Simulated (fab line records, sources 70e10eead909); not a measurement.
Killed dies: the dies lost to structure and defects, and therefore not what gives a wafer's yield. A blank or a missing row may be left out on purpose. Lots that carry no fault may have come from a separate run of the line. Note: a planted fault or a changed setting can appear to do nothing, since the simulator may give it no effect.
Chamber matching | flow nand harc | cmp-04 running NHARC_A_CHANNEL_FILL_D1_CMP_10: 4 sister chambers
The step polishes, target thk 150 nm. 4 wafers are shown with their chamber, then 7 later ones without.

## WAFERS, EACH WITH ITS CHAMBER
wafer  | chamber | motor current A (A)
L085.3 | 0       | 11.2
L085.4 | 1       | 12.1
L089.1 | 3       | 11.5
L089.2 | 2       | 11.6

## WAFERS WHOSE CHAMBER IS MISSING
wafer  | motor current A (A)
L089.5 | 11.6
L095.1 | 12.1
L095.4 | 11.7
L095.5 | 11.7
L097.3 | 10.5
L097.4 | 11.8
L097.6 | 11.9

## WHICH CHAMBER EACH WENT THROUGH
wafer  | from the rows above               | in truth
L089.5 | can't be placed: 2 or 3 or 0 or 1 | 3
L095.1 | can't be placed: 1 or 2           | 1
L095.4 | can't be placed: 2 or 3 or 1 or 0 | 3
L095.5 | can't be placed: 2 or 3 or 1 or 0 | 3
L097.3 | can't be placed: 0 or 3 or 2      | 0
L097.4 | can't be placed: 2 or 1 or 3 or 0 | 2
L097.6 | can't be placed: 1 or 2 or 3 or 0 | 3
Placed correctly: 0 of 7. These rows do not allow placing 7 (true chamber among the candidates in 7). Number placed wrongly: 0.
How it was worked out, from the rows above alone: a wafer's distance from a chamber is the root of the sum, over the readings, of the square of ((its reading less the chamber's mean) divided by the reading's scatter). The wafer belongs to the nearest chamber; if the next one is less than 2 further off, it can't be placed. Each chamber's mean is taken over the wafers shown for it. The scatter: root of mean squared gap, hidden wafer to nearest shown wafer, with one shown wafer a chamber.
